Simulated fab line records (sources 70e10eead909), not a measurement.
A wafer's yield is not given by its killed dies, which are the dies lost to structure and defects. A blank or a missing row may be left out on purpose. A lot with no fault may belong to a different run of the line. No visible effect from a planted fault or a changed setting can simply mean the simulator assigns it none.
Matching of chambers    flow nand-harc    4 sister chambers for NHARC_A_STAIRCASE_DESCUM_11 on rie-diel-11
The step chemistry O2, time 3 s. 8 wafers are shown with their chamber, then 7 later ones without.

WAFERS, EACH WITH ITS CHAMBER
wafer   chamber  drypump-motor-current-A (A)  showerhead-plenum-p-Torr (Torr)
L077.5  0        5.7                          1.91
L081.4  1        5.8                          1.87
L081.5  0        5.7                          1.90
L085.4  2        5.4                          1.86
L085.5  2        5.3                          1.86
L085.6  3        5.1                          1.91
L087.1  1        5.8                          1.87
L087.2  3        5.1                          1.90

WAFERS WITH NO CHAMBER GIVEN
wafer   drypump-motor-current-A (A)  showerhead-plenum-p-Torr (Torr)
L087.6  5.7                          1.90
L093.4  5.1                          1.89
L093.5  5.7                          1.89
L093.6  5.8                          1.86
L097.1  5.3                          1.85
L097.3  5.7                          1.89
L097.4  5.1                          1.89

THE CHAMBER EACH PASSED THROUGH
wafer   from the rows above      in truth
L087.6  0                        0
L093.4  3                        3
L093.5  can't be placed: 0 or 1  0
L093.6  1                        1
L097.1  2                        2
L097.3  can't be placed: 0 or 1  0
L097.4  3                        3
Correct placement for 5 of the 7. Unplaceable from these rows: 2, with the true chamber sitting among the candidates in 2. Placed wrongly: 0.
How it was worked out, from the rows above alone: a wafer's distance from a chamber is the root of the sum, over the readings, of the square of ((its reading less the chamber's mean) divided by the reading's scatter). If the next closest chamber is less than 2 further off than the closest, the wafer can't be placed; otherwise it belongs to the closest. For every chamber, the mean is computed from those of its wafers that are shown. The scatter: take each reading less its chamber's mean, square it, sum over the shown wafers, divide by the number of wafers less the number of chambers, and take the root.
